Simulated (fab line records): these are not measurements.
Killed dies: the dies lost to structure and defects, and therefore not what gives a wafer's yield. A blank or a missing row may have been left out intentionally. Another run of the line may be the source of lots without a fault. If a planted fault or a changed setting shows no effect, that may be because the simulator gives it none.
Which tool did it? | flow n5_finfet | 21 wafers from 7 lots sampled at 3 of the route's 1938 steps

WHAT EACH GAUGE READ, for each wafer
N5_MIM_TOP_LITHO_OVL_MEAS_11.
lot  | measured     | on         | MIM_TOP_OVL (nm)
L214 | day 13 17:27 | overlay-01 | - - -
L219 | day 14 22:06 | overlay-01 | -2 3 1
L225 | day 16 14:15 | overlay-01 | 5 1 3
L224 | day 16 21:38 | overlay-02 | -1 -9 4
L226 | day 17 06:49 | overlay-02 | -1 -1 3
L228 | day 17 20:29 | overlay-02 | 3 -2 1
L232 | day 18 18:52 | overlay-01 | 7 0 7

TOOL THAT RAN EACH LOT (tool first, then ch and the chambers of the sampled wafers, then the start)
lot  | N5_BEOL_M15_DEP_53              | N5_MIM_TOP_LITHO_EXPOSE_05
L214 | pecvd-04 ch 0,2, day 13 12:50   | krf_scanner-01, day 13 17:15
L219 | pecvd-01 ch 0,2, day 14 17:53   | krf_scanner-01 ch 0, day 14 21:53
L225 | pecvd-01 ch 0,1,2, day 16 10:51 | krf_scanner-01 ch 0, day 16 14:02
L224 | pecvd-01 ch 0,1, day 16 18:19   | krf_scanner-01 ch 0, day 16 21:25
L226 | pecvd-04 ch 0,1, day 17 03:14   | krf_scanner-02 ch 0, day 17 06:37
L228 | pecvd-01 ch 0,2, day 17 15:59   | krf_scanner-02 ch 0, day 17 20:17
L232 | pecvd-03 ch 0,1,2, day 18 15:15 | krf_scanner-01 ch 0, day 18 18:39
- N5_BEOL_M15_DEP_53: deposits SiCN from 3MS/NH3, target thk 50 nm, time 17.8 s.
- N5_MIM_TOP_LITHO_EXPOSE_05: exposes mask MIM TOP, target cd 2000 nm.

THE ANSWER, worked out from the rows above alone
Rule: the usual values come from the lots themselves. The widest of any qualifying gaps counts: lots, ordered by their means at a reading, are off when they make up no more than a third of the lots, leave a main group of 4 or more, and stand apart from it by 3 or more times the standard deviation of that group's means. A main group whose means are all the same, to the digits that the tables above print for the reading, isn't used. A lot without any number at a reading at which 4 lots or more have one is off too. All remaining lots with rows at the step are treated as sound.
Off: L214, at N5_MIM_TOP_LITHO_OVL_MEAS_11 (MIM_TOP_OVL). Without a number there: L214. For the main group the mean is 1 nm and the standard deviation 2.1.
A tool fits if, at a process step before that reading, it ran every lot that is off, and no sound lot after the first of them. The gauges at N5_MIM_TOP_LITHO_OVL_MEAS_11 are tried like those tools. No candidate that was tried fits.

WHAT THE SIMULATOR HAD INSERTED
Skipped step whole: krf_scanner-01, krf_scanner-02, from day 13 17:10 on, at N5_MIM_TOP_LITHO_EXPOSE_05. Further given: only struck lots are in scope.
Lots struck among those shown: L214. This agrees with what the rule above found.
